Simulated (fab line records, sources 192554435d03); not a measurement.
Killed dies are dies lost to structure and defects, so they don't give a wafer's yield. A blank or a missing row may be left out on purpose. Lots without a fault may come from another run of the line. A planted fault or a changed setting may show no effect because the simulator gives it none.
Split-lot experiment | flow n5_finfet | 7 lots, 21 wafers read, on a route of 1938 steps

THE SPLIT
At N5_MOL_CONTACT_COAG_VIA_ETCH_46 (etches SiO2 in C4F6/O2, target depth 46 nm, overetch 9.2 nm, time 40 s), the setting bias_w was moved away from the recipe's 455 W on 5 of the 21 wafers read, by -14.9% to +6.0%. The other wafers ran this setting at the recipe's value.

The reading is taken at the split's own step.

THE READING
rf_vpp_V, in V, at N5_MOL_CONTACT_COAG_VIA_ETCH_46 (etches SiO2 in C4F6/O2, target depth 46 nm, overetch 9.2 nm, time 40 s). Fault-free wafers of this fab line usually give 1585 V, standard deviation 13 V.

wafer  | tool, chamber at the split | bias_w as run, W | against the recipe | rf_vpp_V, V | against lot-mates on the recipe
L076.2 | rie_diel-04, 3             | 455              | recipe             | 1586        | -
L076.4 | rie_diel-04, 0             | 387.4            | -14.9%             | 1397        | -189
L076.5 | rie_diel-04, 3             | 387.4            | -14.9%             | 1405        | -181
L078.2 | rie_diel-04, 3             | 455              | recipe             | 1587        | -
L078.3 | rie_diel-04, 1             | 455              | recipe             | 1603        | -
L078.4 | rie_diel-04, 3             | 455              | recipe             | 1586        | -
L079.4 | rie_diel-06, 0             | 455              | recipe             | 1609        | -
L079.5 | rie_diel-06, 0             | 482.4            | +6.0%              | 1681        | +72
L079.6 | rie_diel-06, 1             | 482.4            | +6.0%              | 1650        | +41
L081.1 | rie_diel-04, 0             | 455              | recipe             | 1575        | -
L081.2 | rie_diel-04, 2             | 393.1            | -13.6%             | 1420        | -160
L081.6 | rie_diel-04, 2             | 455              | recipe             | 1585        | -
L083.3 | rie_diel-05, 0             | 455              | recipe             | 1555        | -
L083.4 | rie_diel-05, 2             | 455              | recipe             | 1598        | -
L083.5 | rie_diel-05, 2             | 455              | recipe             | 1597        | -
L084.2 | rie_diel-04, 0             | 455              | recipe             | 1575        | -
L084.3 | rie_diel-04, 3             | 455              | recipe             | 1584        | -
L084.6 | rie_diel-04, 3             | 455              | recipe             | 1587        | -
L096.2 | rie_diel-06, 1             | 455              | recipe             | 1581        | -
L096.4 | rie_diel-06, 2             | 455              | recipe             | 1574        | -
L096.5 | rie_diel-06, 1             | 455              | recipe             | 1579        | -

THE FIT
A straight line over all 21 wafers: rf_vpp_V changes by +12.5 V for each +1% of bias_w; r = +0.99; the points scatter about the line by 13 V.
The same after taking each lot's own level away (the mean of its wafers on the recipe; 21 wafers): +11.9 V for each +1%; r = +0.99; scatter 12 V.
On that fit, the largest move of bias_w shifts the reading by 1.8e+02 V.
The lots' own levels span 1578.0 to 1609.0 V, that is 2.4 times the standard deviation above.
So the lot-to-lot level changes the slope little: the two slopes agree.
Check: with one of the wafers moved furthest among these (-14.9%) left out of the fit, the line predicts -173 V for it against its lot-mates. It came out at -189 V against them.
Tool readings at the split's step, against how far the setting was moved: rf_vpp_V r = +0.99.

OTHER SPLITS ON THESE WAFERS
These wafers also went through other splits before the reading. Each is held against what the fit with the lots' levels taken away leaves over:
other split on the same wafers       | wafers away from the commonest value | r with rf_vpp_V (lot level and that fit taken away)
N5_DUMMY_GATE_COAT_28 spin_rpm       | 3                                    | +0.45
N5_SD_EPI_N_ETCH_16 target_depth_a   | 5                                    | +0.14
N5_SDB_ETCH_25 time_s                | 4                                    | +0.04
N5_HKMG_FIN_COAT_43 spin_rpm         | 2                                    | -0.22
N5_HKMG_FIN_ETCH_55 bias_w           | 3                                    | +0.05
N5_GATE_CUT_ALD_22 ald_cycles        | 9                                    | +0.29
N5_GATE_CUT_CMP_23 down_force_psi    | 9                                    | +0.16
N5_MOL_CONTACT_COAG_ETCH_15 source_w | 9                                    | +0.03

THE FILE'S OWN FIT
rf_vpp_V changes by +11.9 V for each +1% of bias_w, r = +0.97.
